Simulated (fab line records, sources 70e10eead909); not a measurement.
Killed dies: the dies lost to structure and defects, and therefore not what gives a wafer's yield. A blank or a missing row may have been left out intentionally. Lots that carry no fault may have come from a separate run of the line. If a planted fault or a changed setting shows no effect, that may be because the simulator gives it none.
fab line records + flow nand_harc
[record]
- lots = 13
- wafers = 38
- last_day = 25
route steps=1159 shown A_CONTACT@944 A_BLC@973
lots that met no fault: taken from a fault-free run of the same line
start_h: hours from the record's opening day to when the first of the lot's shown wafers began + wait_h: hours since the lot's step before + " unchanged from the row above + L1.1+2: several wafers, shown together as one row + - no value present, or no start provided + * or withheld: withheld + < > ~ a bound
route shown NAME@n: names a module that has steps shown in the file, with the first one's number in the route + usual: mean/standard deviation taken from wafers without a fault + same: alike in all rows + chamber/n: place in a boat + sites: each site's reading + _std_site: standard deviation across them + _edge_site: outer sites' mean less inner sites' + radius_mm: how far each site lies from the wafer's centre + mask NAME#n: copy n + behind: tool/chamber where the wafer was last shaped + hold: the reason the lot was held/the length of the hold in hours/how it ended + device: the n, p or np transistor that did not switch + end of line: at the end of the route, the tests of the same wafers + step lacking rows: just its recipe + killed: count of dies lost to structure and defects at first sort (not the wafer's yield) + map: dies across one wafer; x = killed, . = not, _ = none there
set.NAME: the setting as run; set.NAME@STEP: as run at that earlier step + model.NAME: the simulator's own value behind a step, which no gauge read
a sample of lots followed through the steps of the route, with each step as a table and each wafer as a row
services: a tool's chamber out of use, with start hour (start_h, from the record's first day; less than 0 if before it), hours out, and reason
[[steps]]
[step NHARC_A_CONTACT_ETCH_135]
[recipe]
- source_w = withheld
- pressure_mtorr = 20
- bias_v = 3000
- time_s = 132
- target_depth_a = 12870
- ar_flow_sccm = withheld
- c4f8_flow_sccm = withheld
- o2_flow_sccm = withheld
- chemistry = C4F8/O2/Ar
| lot.wafer | tool            | chamber | start_h | wait_h | rf_hours_counter_h |
|-----------|-----------------|---------|---------|--------|--------------------|
| L577.2    | har_cap_etch-03 | 0       | 376.96  | 0.2    | 82                 |
| L577.3    | "               | 0       | "       | "      | -                  |
| L577.4    | "               | 1       | "       | "      | -                  |
| L576.1    | har_cap_etch-01 | 1       | 378.21  | 0.2    | 60                 |
| L576.6    | "               | 0       | "       | "      | -                  |
| L576.5    | "               | 1       | "       | "      | -                  |
| L579.4    | har_cap_etch-01 | 1       | 388.45  | 0.1    | -                  |
| L579.3    | "               | 0       | "       | "      | -                  |
| L579.6    | "               | 1       | "       | "      | -                  |
| L582.2    | har_cap_etch-03 | 1       | 409.57  | 0.2    | 87                 |
| L582.5    | "               | 0       | "       | "      | -                  |
| L582.6    | "               | 1       | "       | "      | -                  |
| L583.1    | har_cap_etch-03 | 1       | 416.01  | 0.2    | 88                 |
| L583.4    | "               | 0       | "       | "      | -                  |
| L583.3    | "               | 1       | "       | "      | -                  |
| L580.2    | har_cap_etch-01 | 1       | 423.01  | 0.2    | 67                 |
| L580.6    | "               | 1       | "       | "      | -                  |
| L580.5    | "               | 0       | "       | "      | -                  |
| L585.1    | har_cap_etch-03 | 1       | 426.10  | 0.2    | 89                 |
| L585.4    | "               | 0       | "       | "      | -                  |
| L585.6    | "               | 0       | "       | "      | -                  |
| L584.2    | har_cap_etch-03 | 0       | 442.20  | 0.2    | 91                 |
| L584.6    | "               | 1       | "       | "      | -                  |
| L584.5    | "               | 0       | "       | "      | -                  |
| L588.2    | har_cap_etch-02 | 1       | 459.55  | 0.2    | 26                 |
| L588.3    | "               | 0       | "       | "      | -                  |
| L593.1    | har_cap_etch-02 | 1       | 494.93  | 0.2    | 32                 |
| L593.4    | "               | 0       | "       | "      | -                  |
| L593.6    | "               | 0       | "       | "      | -                  |
| L596.1    | har_cap_etch-03 | 0       | 507.46  | 0.2    | 103                |
| L596.3    | "               | 0       | "       | "      | -                  |
| L596.4    | "               | 1       | "       | "      | -                  |
| L598.1    | har_cap_etch-01 | 0       | 517.35  | 0.2    | 82                 |
| L598.2    | "               | 1       | "       | "      | 82                 |
| L598.5    | "               | 1       | "       | "      | -                  |
| L599.2    | har_cap_etch-02 | 0       | 530.80  | 0.2    | 39                 |
| L599.3    | "               | 0       | "       | "      | -                  |
| L599.5    | "               | 1       | "       | "      | -                  |
[step NHARC_A_CONTACT_ETCH_137]
[recipe]
- source_w = withheld
- pressure_mtorr = 20
- bias_v = 3000
- time_s = 132
- target_depth_a = 12870
- ar_flow_sccm = withheld
- c4f8_flow_sccm = withheld
- o2_flow_sccm = withheld
- chemistry = C4F8/O2/Ar
| lot.wafer | tool            | chamber | start_h | wait_h | rf_hours_counter_h |
|-----------|-----------------|---------|---------|--------|--------------------|
| L577.2    | har_cap_etch-03 | 0       | 377.21  | 0.1    | 82                 |
| L577.3    | "               | 0       | "       | "      | -                  |
| L577.4    | "               | 1       | "       | "      | -                  |
| L576.1    | har_cap_etch-01 | 1       | 378.45  | 0.1    | 60                 |
| L576.6    | "               | 0       | "       | "      | -                  |
| L576.5    | "               | 1       | "       | "      | -                  |
| L579.4    | har_cap_etch-01 | 1       | 388.70  | 0.1    | -                  |
| L579.3    | "               | 0       | "       | "      | -                  |
| L579.6    | "               | 1       | "       | "      | -                  |
| L582.2    | har_cap_etch-03 | 1       | 409.82  | 0.1    | 88                 |
| L582.5    | "               | 0       | "       | "      | -                  |
| L582.6    | "               | 1       | "       | "      | -                  |
| L583.1    | har_cap_etch-03 | 1       | 416.26  | 0.1    | 88                 |
| L583.4    | "               | 0       | "       | "      | -                  |
| L583.3    | "               | 1       | "       | "      | -                  |
| L580.2    | har_cap_etch-01 | 1       | 423.26  | 0.1    | 67                 |
| L580.6    | "               | 1       | "       | "      | -                  |
| L580.5    | "               | 0       | "       | "      | -                  |
| L585.1    | har_cap_etch-03 | 1       | 426.35  | 0.1    | 89                 |
| L585.4    | "               | 0       | "       | "      | -                  |
| L585.6    | "               | 0       | "       | "      | -                  |
| L584.2    | har_cap_etch-03 | 0       | 442.44  | 0.1    | 91                 |
| L584.6    | "               | 1       | "       | "      | -                  |
| L584.5    | "               | 0       | "       | "      | -                  |
| L588.2    | har_cap_etch-02 | 1       | 459.80  | 0.1    | 27                 |
| L588.3    | "               | 0       | "       | "      | -                  |
| L593.1    | har_cap_etch-02 | 1       | 495.18  | 0.1    | 32                 |
| L593.4    | "               | 0       | "       | "      | -                  |
| L593.6    | "               | 0       | "       | "      | -                  |
| L596.1    | har_cap_etch-03 | 0       | 507.71  | 0.1    | 103                |
| L596.3    | "               | 0       | "       | "      | -                  |
| L596.4    | "               | 1       | "       | "      | -                  |
| L598.1    | har_cap_etch-01 | 0       | 517.59  | 0.1    | 83                 |
| L598.2    | "               | 1       | "       | "      | 83                 |
| L598.5    | "               | 1       | "       | "      | -                  |
| L599.2    | har_cap_etch-02 | 0       | 531.04  | 0.1    | 39                 |
| L599.3    | "               | 0       | "       | "      | -                  |
| L599.5    | "               | 1       | "       | "      | -                  |
[step NHARC_A_BLC_DEVELOP_09]
[recipe]
- develop_time_s = 35
- dev_temp_c = 23
[usual]
- resist_line_temp_C = 23.03/0.12
| lot.wafer | tool           | chamber | start_h | wait_h | resist_line_temp_C |
|-----------|----------------|---------|---------|--------|--------------------|
| L577.2    | litho_track-01 | 0       | 380     | -      | 23.05              |
| L577.3    | "              | 0       | "       | "      | 22.93              |
| L577.4    | "              | 0       | "       | "      | 23.20              |
| L576.1    | litho_track-01 | 0       | 382     | -      | 23.04              |
| L576.5    | "              | 0       | "       | "      | 23.10              |
| L576.6    | "              | 0       | "       | "      | 22.84              |
| L579.3    | litho_track-06 | 0       | 399     | -      | 23.05              |
| L579.4    | "              | 0       | "       | "      | 23.03              |
| L579.6    | "              | 0       | "       | "      | 23.01              |
| L582.2    | litho_track-06 | 0       | 418     | -      | 22.91              |
| L582.5    | "              | 0       | "       | "      | 22.80              |
| L582.6    | "              | 0       | "       | "      | 22.89              |
| L583.1    | litho_track-01 | 0       | 423     | -      | 23.00              |
| L583.3    | "              | 0       | "       | "      | 22.93              |
| L583.4    | "              | 0       | "       | "      | 22.96              |
| L580.2    | litho_track-06 | 0       | 427     | -      | 23.10              |
| L580.5    | "              | 0       | "       | "      | 23.13              |
| L580.6    | "              | 0       | "       | "      | 23.03              |
| L585.1    | litho_track-04 | 0       | 432     | -      | 23.17              |
| L585.4    | "              | 0       | "       | "      | 23.13              |
| L585.6    | "              | 0       | "       | "      | 23.18              |
| L584.2    | litho_track-04 | 0       | 446     | -      | 23.14              |
| L584.5    | "              | 0       | "       | "      | 23.21              |
| L584.6    | "              | 0       | "       | "      | 23.04              |
| L588.2    | litho_track-04 | 0       | 467     | -      | 23.14              |
| L588.3    | "              | 0       | "       | "      | 23.11              |
| L593.1    | litho_track-06 | 0       | 503     | -      | 23.04              |
| L593.4    | "              | 0       | "       | "      | 23.25              |
| L593.6    | "              | 0       | "       | "      | 23.15              |
| L596.1    | litho_track-06 | 0       | 515     | -      | 22.82              |
| L596.3    | "              | 0       | "       | "      | 22.90              |
| L596.4    | "              | 0       | "       | "      | 22.94              |
| L598.1    | litho_track-06 | 0       | 523     | -      | 23.02              |
| L598.2    | "              | 0       | "       | "      | 22.98              |
| L598.5    | "              | 0       | "       | "      | 22.97              |
| L599.2    | litho_track-04 | 0       | 541     | -      | 23.03              |
| L599.3    | "              | 0       | "       | "      | 22.99              |
| L599.5    | "              | 0       | "       | "      | 23.00              |
[step NHARC_A_BLC_CD_MEAS_10]
[recipe]
- target_cd_nm = 100
- landing_energy_ev = 500
[usual]
- cd_nm = 100.2/0.65
| lot.wafer | tool      | chamber | start_h | wait_h | cd_nm |
|-----------|-----------|---------|---------|--------|-------|
| L577.2    | cd_sem-03 | 0       | 381.03  | -      | 101.0 |
| L577.3    | "         | 0       | "       | "      | 101.5 |
| L577.4    | "         | 0       | "       | "      | 101.4 |
| L576.1    | cd_sem-02 | 0       | 382.10  | -      | 100.5 |
| L576.5    | "         | 0       | "       | "      | 99.7  |
| L576.6    | "         | 0       | "       | "      | 99.5  |
| L579.3    | cd_sem-02 | 0       | 399.09  | -      | 100.5 |
| L579.4    | "         | 0       | "       | "      | 99.9  |
| L579.6    | "         | 0       | "       | "      | 98.8  |
| L582.2    | cd_sem-03 | 0       | 418.62  | -      | 99.8  |
| L582.5    | "         | 0       | "       | "      | 100.0 |
| L582.6    | "         | 0       | "       | "      | 100.1 |
| L583.1    | cd_sem-02 | 0       | 423.41  | -      | 99.5  |
| L583.3    | "         | 0       | "       | "      | 100.7 |
| L583.4    | "         | 0       | "       | "      | 101.4 |
| L580.2    | cd_sem-03 | 0       | 427.08  | -      | 99.8  |
| L580.5    | "         | 0       | "       | "      | 100.5 |
| L580.6    | "         | 0       | "       | "      | 99.8  |
| L585.1    | cd_sem-01 | 0       | 432.19  | -      | 100.2 |
| L585.4    | "         | 0       | "       | "      | 100.9 |
| L585.6    | "         | 0       | "       | "      | 100.7 |
| L584.2    | cd_sem-02 | 0       | 446.32  | -      | 101.0 |
| L584.5    | "         | 0       | "       | "      | 100.4 |
| L584.6    | "         | 0       | "       | "      | 100.2 |
| L588.2    | cd_sem-02 | 0       | 468.01  | -      | 98.5  |
| L588.3    | "         | 0       | "       | "      | 98.3  |
| L593.1    | cd_sem-01 | 0       | 503.45  | -      | 100.1 |
| L593.4    | "         | 0       | "       | "      | 98.9  |
| L593.6    | "         | 0       | "       | "      | 100.5 |
| L596.1    | cd_sem-01 | 0       | 515.40  | -      | 99.5  |
| L596.3    | "         | 0       | "       | "      | 99.9  |
| L596.4    | "         | 0       | "       | "      | 100.3 |
| L598.1    | cd_sem-02 | 0       | 523.82  | -      | 98.7  |
| L598.2    | "         | 0       | "       | "      | 101.0 |
| L598.5    | "         | 0       | "       | "      | 100.1 |
| L599.2    | cd_sem-02 | 0       | 542.07  | -      | 99.8  |
| L599.3    | "         | 0       | "       | "      | 100.8 |
| L599.5    | "         | 0       | "       | "      | 100.1 |
[step NHARC_A_BLC_STRIP_29]
[recipe]
- cf4_flow_sccm = 150
- ar_flow_sccm = 0
- bias_w = 0
- chemistry = CF4
[usual]
- drypump_motor_current_A = 5.5/0.49
- oes_product_au = 1.000/0.01
- rf_vpp_V = 59.3/1
- showerhead_plenum_p_Torr = 1.76/0.091
- throttle_valve_pct = 13.284/0.01
| lot.wafer | tool        | chamber | start_h | wait_h | drypump_motor_current_A | oes_product_au | rf_hours_counter_h | rf_vpp_V | showerhead_plenum_p_Torr | throttle_valve_pct |
|-----------|-------------|---------|---------|--------|-------------------------|----------------|--------------------|----------|--------------------------|--------------------|
| L577.2    | rie_diel-05 | 0       | 382.27  | 0.1    | 5.0                     | 1.006          | 3                  | 60.4     | 1.87                     | 13.275             |
| L577.4    | "           | 2       | "       | "      | 5.7                     | 0.998          | 4                  | 61.0     | 1.79                     | 13.286             |
| L577.3    | "           | 3       | "       | "      | 5.6                     | 1.000          | 4                  | 60.3     | 1.72                     | 13.289             |
| L576.1    | rie_diel-05 | 3       | 383.43  | 0.1    | 5.6                     | 0.982          | 4                  | 59.1     | 1.72                     | 13.290             |
| L576.6    | "           | 0       | "       | "      | 5.0                     | 0.984          | -                  | 60.4     | 1.87                     | 13.304             |
| L576.5    | "           | 1       | "       | "      | 6.6                     | 0.997          | -                  | 59.2     | 1.76                     | 13.278             |
| L579.4    | rie_diel-12 | 1       | 400.39  | 0.1    | 4.9                     | 1.008          | 2                  | 58.9     | 1.65                     | 13.296             |
| L579.3    | "           | 3       | "       | "      | 5.7                     | 0.990          | 2                  | 58.9     | 1.77                     | 13.279             |
| L579.6    | "           | 0       | "       | "      | 5.4                     | 0.982          | -                  | 59.6     | 1.67                     | 13.296             |
| L582.2    | rie_diel-05 | 2       | 419.99  | 0.1    | 5.7                     | 1.006          | 8                  | 59.4     | 1.78                     | 13.284             |
| L582.5    | "           | 1       | "       | "      | 6.5                     | 1.001          | -                  | 59.6     | 1.76                     | 13.288             |
| L582.6    | "           | 2       | "       | "      | 5.7                     | 0.993          | -                  | 58.0     | 1.78                     | 13.295             |
| L583.3    | rie_diel-12 | 3       | 424.64  | 0.1    | 5.7                     | 0.995          | 3                  | 58.7     | 1.77                     | 13.264             |
| L583.1    | "           | 0       | "       | "      | 5.5                     | 0.971          | 3                  | 57.3     | 1.67                     | 13.291             |
| L583.4    | "           | 1       | "       | "      | 4.9                     | 1.004          | 3                  | 59.4     | 1.64                     | 13.285             |
| L580.2    | rie_diel-05 | 3       | 428.34  | 0.1    | 5.7                     | 1.016          | 9                  | 59.3     | 1.72                     | 13.267             |
| L580.6    | "           | 0       | "       | "      | 4.9                     | 1.002          | -                  | 59.3     | 1.87                     | 13.284             |
| L580.5    | "           | 1       | "       | "      | 6.6                     | 1.006          | -                  | 57.8     | 1.76                     | 13.285             |
| L585.1    | rie_diel-05 | 1       | 433.42  | 0.1    | 6.5                     | 0.997          | 10                 | 58.4     | 1.76                     | 13.281             |
| L585.4    | "           | 3       | "       | "      | 5.6                     | 0.999          | 10                 | 58.6     | 1.72                     | 13.297             |
| L585.6    | "           | 2       | "       | "      | 5.8                     | 1.008          | -                  | 59.5     | 1.78                     | 13.288             |
| L584.2    | rie_diel-03 | 1       | 447.57  | 0.1    | 5.7                     | 1.004          | 16                 | 59.9     | 1.90                     | 13.274             |
| L584.6    | "           | 3       | "       | "      | 6.2                     | 0.997          | -                  | 57.9     | 1.65                     | 13.294             |
| L584.5    | "           | 0       | "       | "      | 5.2                     | 1.011          | -                  | 58.0     | 1.69                     | 13.290             |
| L588.2    | rie_diel-03 | 3       | 469.23  | 0.1    | 6.2                     | 0.988          | 24                 | 60.3     | 1.65                     | 13.270             |
| L588.3    | "           | 2       | "       | "      | 5.3                     | 1.007          | 23                 | 60.3     | 1.88                     | 13.290             |
| L593.4    | rie_diel-12 | 1       | 504.82  | 0.1    | 4.9                     | 1.012          | 13                 | 57.8     | 1.64                     | 13.287             |
| L593.1    | "           | 0       | "       | "      | 5.4                     | 0.978          | 11                 | 57.8     | 1.67                     | 13.275             |
| L593.6    | "           | 1       | "       | "      | 4.9                     | 1.009          | -                  | 59.3     | 1.64                     | 13.267             |
| L596.3    | rie_diel-12 | 3       | 516.64  | 0.1    | 5.7                     | 1.002          | 12                 | 58.7     | 1.77                     | 13.291             |
| L596.1    | "           | 1       | "       | "      | 4.9                     | 1.010          | 13                 | 57.9     | 1.64                     | 13.303             |
| L596.4    | "           | 3       | "       | "      | 5.7                     | 0.998          | -                  | 58.7     | 1.77                     | 13.281             |
| L598.1    | rie_diel-12 | 2       | 525.54  | 0.1    | 5.4                     | 0.999          | 15                 | 59.4     | 1.88                     | 13.298             |
| L598.2    | "           | 3       | "       | "      | 5.7                     | 1.010          | 14                 | 59.3     | 1.77                     | 13.294             |
| L598.5    | "           | 2       | "       | "      | 5.4                     | 0.996          | -                  | 61.2     | 1.88                     | 13.289             |
| L599.2    | rie_diel-03 | 3       | 543.31  | 0.1    | 6.2                     | 0.986          | 52                 | 57.6     | 1.64                     | 13.269             |
| L599.3    | "           | 0       | "       | "      | 5.2                     | 1.003          | 52                 | 60.3     | 1.68                     | 13.299             |
| L599.5    | "           | 3       | "       | "      | 6.2                     | 0.986          | -                  | 60.6     | 1.64                     | 13.303             |
[[services]]
| tool            | chamber | start_h | hours | kind       |
|-----------------|---------|---------|-------|------------|
| rie_diel-12     | 0       | 358.55  | -     | clean      |
| rie_diel-12     | 1       | 358.55  | -     | clean      |
| rie_diel-12     | 2       | 358.55  | -     | clean      |
| rie_diel-12     | 3       | 358.55  | -     | clean      |
| rie_diel-05     | 0       | 374.10  | -     | clean      |
| rie_diel-05     | 1       | 374.10  | -     | clean      |
| rie_diel-05     | 2       | 374.10  | -     | clean      |
| rie_diel-05     | 3       | 374.10  | -     | clean      |
| rie_diel-12     | -       | 379.40  | 9.0   | pm         |
| rie_diel-12     | 0       | 379.40  | 9.0   | vent_cycle |
| rie_diel-12     | 1       | 379.40  | 9.0   | vent_cycle |
| rie_diel-03     | -       | 392.41  | 9.0   | pm         |
| har_cap_etch-02 | -       | 408.66  | 1.6   | repair     |
| rie_diel-03     | 3       | 438.14  | 1.9   | repair     |
| litho_track-01  | -       | 443.00  | 7.0   | pm         |
| rie_diel-03     | 2       | 457.71  | 3.9   | repair     |
| rie_diel-12     | 0       | 458.16  | 4.6   | repair     |
| rie_diel-12     | 3       | 464.19  | 2.7   | repair     |
| litho_track-06  | -       | 467.00  | 7.0   | pm         |
| rie_diel-03     | 0       | 477.72  | 8.0   | repair     |
| litho_track-04  | -       | 491.00  | 7.0   | pm         |
| rie_diel-05     | 0       | 492.40  | 8.0   | repair     |
| rie_diel-12     | 0       | 516.55  | 15.7  | repair     |
| rie_diel-05     | -       | 517.60  | 9.0   | pm         |
[[key]]
[first_sign]
- step = NHARC_A_BLC_CD_MEAS_10
- reading = cd_nm
- direction = down
- sigmas = 2.8
- usual = 100.2
- struck = 98.4
effect none on later readings
met_at NHARC_A_BLC_DEVELOP_09
struck_lots L588
struck_wafers L588.2,L588.3
tester_left_out L588
not_acting_at NHARC_A_CONTACT_ETCH_135,NHARC_A_CONTACT_ETCH_137,NHARC_A_BLC_STRIP_29
onset_between 446 467
[fault]
- kind = process_parameter_drift
- tool = litho_track-04
- chamber = -
- onset_h = 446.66
- steps = NHARC_A_BLC_DEVELOP_09
- channel = develop_time_s
- offset = *
- shape = step
- end_h = 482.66
- scope = struck_wafers_only
- acts_in = *
- stated = *
// tester_left_out: of these lots the tester's yield and bins aren't shown, on N5 and GAA mostly nor the transistor test; their killed dies are dies lost to structure and defects alone, not to doping, threshold or leakage, so they don't give the yield
